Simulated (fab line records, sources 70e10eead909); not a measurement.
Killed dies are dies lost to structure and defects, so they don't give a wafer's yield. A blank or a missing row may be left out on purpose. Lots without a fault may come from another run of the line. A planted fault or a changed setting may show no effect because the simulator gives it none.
Chamber matching | flow nand_harc | NHARC_A_CHANNEL_FILL_D1_ETCHBACK_20 on rie_diel-03: 4 sister chambers
The step etches the open film in C4F8/O2/Ar, target depth 27 nm, time 13.5 s. 4 wafers are shown with their chamber, then 11 later ones without.

WAFERS WITH THEIR CHAMBER
wafer  | chamber | rf_vpp_V (V)
L084.1 | 1       | 982
L084.2 | 0       | 971
L084.4 | 3       | 984
L088.1 | 2       | 974

WAFERS WITHOUT THEIR CHAMBER
wafer  | rf_vpp_V (V)
L088.3 | 981
L088.6 | 983
L086.1 | 982
L086.3 | 972
L086.6 | 971
L094.1 | 973
L094.2 | 970
L094.4 | 982
L095.3 | 983
L095.4 | 975
L095.6 | 985

WHICH CHAMBER EACH WENT THROUGH
wafer  | from the rows above     | in truth
L088.3 | 1                       | 1
L088.6 | can't be placed: 1 or 3 | 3
L086.1 | 1                       | 1
L086.3 | can't be placed: 0 or 2 | 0
L086.6 | 0                       | 0
L094.1 | can't be placed: 2 or 0 | 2
L094.2 | 0                       | 0
L094.4 | 1                       | 1
L095.3 | can't be placed: 1 or 3 | 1
L095.4 | 2                       | 2
L095.6 | 3                       | 3
Placed correctly: 7 of 11. Can't be placed from these rows: 4 (the true chamber is among the candidates in 4). Placed wrongly: 0.
How it was worked out, from the rows above alone: a wafer's distance from a chamber is the root of the sum, over the readings, of the square of ((its reading less the chamber's mean) divided by the reading's scatter). The wafer belongs to the nearest chamber; if the next one is less than 2 further off, it can't be placed. A chamber's mean is the mean of its shown wafers. The scatter: with one shown wafer a chamber, the root of the mean of the squares of how far each hidden wafer lies from its nearest shown one.
